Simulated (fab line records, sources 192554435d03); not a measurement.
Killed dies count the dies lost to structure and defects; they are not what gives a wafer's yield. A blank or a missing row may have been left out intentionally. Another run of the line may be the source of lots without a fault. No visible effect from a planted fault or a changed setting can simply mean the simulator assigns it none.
Problem report, 8D (eight disciplines) form, completed by code	flow n5_finfet	the parts of the form that need people (team, actions taken, sign-off) are left out

## 1. PROBLEM STATEMENT
Across 6 wafers from 2 lots, M14_OVL at N5_BEOL_M14_OVL_MEAS_29 averages 29 nm, while fault-free wafers read 0 nm with a standard deviation of 4.1. Relative to the usual mean, that is a shift of +7.2 standard deviations.
Earliest sighting: wafer L598.2 on overlay-01 at day 17 20:33. The record has a number at this step for 36 wafers belonging to 12 lots. The rule behind "out" and "out of limits": a value lying over 4 standard deviations away from the usual mean. The rest of the wafers with a number are treated as sound.

## 2. WHAT IT IS AND WHAT IT IS NOT
question	is	is not
which readings at this step	M14_OVL	-
which lots	L598, L601	L584, L585, L586, L587, L588, L589, L590, L595, L603, L605
which wafers of those lots	all that have a number	-
read on which gauges	overlay-01, overlay-02	-
when	from day 17 20:33	up to then (24 sound wafers); but 6 sound wafers of L603, L605 came after

## 3. WHAT RULES OUT EACH SUSPECT
Counting: a tool stays on the suspect list if, at a process step up to the reading, it processed all lots that are out and no sound lot following the first of them.
- the gauge at N5_BEOL_M14_OVL_MEAS_29 is ruled out. Those wafers that are out were read across 2 gauges (overlay-01, overlay-02).
- krf_scanner-02 at N5_BEOL_M14_EXPOSE_25 (exposes mask M14, target cd 280 nm): kept. All lots that are out passed through it, beginning with L598 at day 17 20:21, and no sound lot followed; its final sound lot before that point was L589 at day 16 22:58.
The count leaves krf_scanner-02 at N5_BEOL_M14_EXPOSE_25.

## 4. THE CAUSE (what the simulator had put in)
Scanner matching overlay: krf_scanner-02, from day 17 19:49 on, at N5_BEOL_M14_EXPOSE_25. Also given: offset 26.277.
This tool alone remained once counting was done.

## 5. THE EFFECT CHAIN, in route order
Each row: a reading where the mean over the struck wafers with a number is more than 3 standard deviations away from the usual. Scope: only readings with a usual standard deviation given in the record; hours: median across lots of the time from each lot's start at the first step in this table that gives one to its start at this step; sigmas: change in usual standard deviations.
hours	step	reading	usual	on struck wafers	change	sigmas
0	N5_BEOL_M14_OVL_MEAS_29	M14_OVL	0 nm	29	+29	+7.2
At these later measuring or inspecting steps, every struck wafer for which the step has a row has a number for every such reading, and none has moved that far: N5_BEOL_M14_OCD_MEAS_35.

## 6. HOW IT WOULD HAVE BEEN CAUGHT EARLIER
In this record the first reading out of limits at a measuring or inspecting step was taken at day 17 20:33, 1 hour after the fault began at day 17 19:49.
Tool readings at N5_BEOL_M14_EXPOSE_25 with a usual standard deviation given in the record: none out on any struck wafer, hence no alarm at a limit of 4 standard deviations on them.
Lots out: 2; of these, L601 started N5_BEOL_M14_EXPOSE_25 on krf_scanner-02 after day 17 20:33. A tool hold placed at that time would have kept it from harm.
